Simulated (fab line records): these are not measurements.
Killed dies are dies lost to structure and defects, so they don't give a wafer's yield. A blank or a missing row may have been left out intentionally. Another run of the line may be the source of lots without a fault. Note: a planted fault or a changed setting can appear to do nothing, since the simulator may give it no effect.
Matching of chambers / flow nand_harc / NHARC_A_WL_FILL_ALD_00 on ald_hk-03: 4 sister chambers
The step deposits Al2O3, target thk 3 nm, pulse time 3 s, ald cycles 30. 14 wafers are shown with their chamber, then 7 later ones without.

EACH WAFER AND ITS CHAMBER
wafer=L076.1; chamber=2; heater_power_w (W)=448; precursor_pulse_height_rel=0.990
wafer=L076.2; chamber=1; heater_power_w (W)=505; precursor_pulse_height_rel=0.972
wafer=L076.5; chamber=1; heater_power_w (W)=498; precursor_pulse_height_rel=0.993
wafer=L077.2; chamber=2; heater_power_w (W)=456; precursor_pulse_height_rel=0.999
wafer=L077.4; chamber=1; heater_power_w (W)=495; precursor_pulse_height_rel=1.003
wafer=L077.6; chamber=3; heater_power_w (W)=405; precursor_pulse_height_rel=1.022
wafer=L086.2; chamber=2; heater_power_w (W)=456; precursor_pulse_height_rel=0.939
wafer=L086.3; chamber=3; heater_power_w (W)=448; precursor_pulse_height_rel=0.987
wafer=L086.6; chamber=0; heater_power_w (W)=430; precursor_pulse_height_rel=0.994
wafer=L089.1; chamber=3; heater_power_w (W)=450; precursor_pulse_height_rel=0.982
wafer=L089.3; chamber=2; heater_power_w (W)=470; precursor_pulse_height_rel=0.996
wafer=L089.4; chamber=0; heater_power_w (W)=450; precursor_pulse_height_rel=0.989
wafer=L092.1; chamber=0; heater_power_w (W)=437; precursor_pulse_height_rel=0.967
wafer=L092.5; chamber=3; heater_power_w (W)=439; precursor_pulse_height_rel=0.990

SIGNATURES (averages over the wafers above)
reading=heater_power_w; chamber 0=439.00; chamber 1=499.33; chamber 2=457.50; chamber 3=435.50; scatter within a chamber=13.5
reading=precursor_pulse_height_rel; chamber 0=0.98333; chamber 1=0.98933; chamber 2=0.98100; chamber 3=0.99525; scatter within a chamber=0.0207
Rule: distance of a wafer from a chamber = root of the sum over the readings of ((wafer's reading minus chamber's mean) / reading's scatter) squared. If the next closest chamber is less than 2 further off than the closest, the wafer can't be placed; otherwise it belongs to the closest. How the scatter is found: for the shown wafers, subtract from each reading the mean of its chamber, square and add these, divide the total by (wafers less chambers), then take the root.

WAFERS WITHOUT THEIR CHAMBER
wafer=L092.6; heater_power_w (W)=473; precursor_pulse_height_rel=0.986
wafer=L093.2; heater_power_w (W)=513; precursor_pulse_height_rel=0.948
wafer=L093.3; heater_power_w (W)=470; precursor_pulse_height_rel=0.994
wafer=L093.5; heater_power_w (W)=442; precursor_pulse_height_rel=1.007
wafer=L095.1; heater_power_w (W)=447; precursor_pulse_height_rel=1.008
wafer=L095.4; heater_power_w (W)=445; precursor_pulse_height_rel=0.983
wafer=L095.5; heater_power_w (W)=448; precursor_pulse_height_rel=0.977

EACH ONE'S CHAMBER
wafer=L092.6; from the rows above=can't be placed: 2 or 1 or 0 or 3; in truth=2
wafer=L093.2; from the rows above=1; in truth=1
wafer=L093.3; from the rows above=can't be placed: 2 or 1 or 0 or 3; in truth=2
wafer=L093.5; from the rows above=can't be placed: 3 or 0 or 2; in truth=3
wafer=L095.1; from the rows above=can't be placed: 3 or 0 or 2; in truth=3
wafer=L095.4; from the rows above=can't be placed: 0 or 3 or 2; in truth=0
wafer=L095.5; from the rows above=can't be placed: 2 or 0 or 3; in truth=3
Correct placement for 1 of the 7. Can't be placed from these rows: 6 (the true chamber is among the candidates in 6). Wrongly placed: 0.
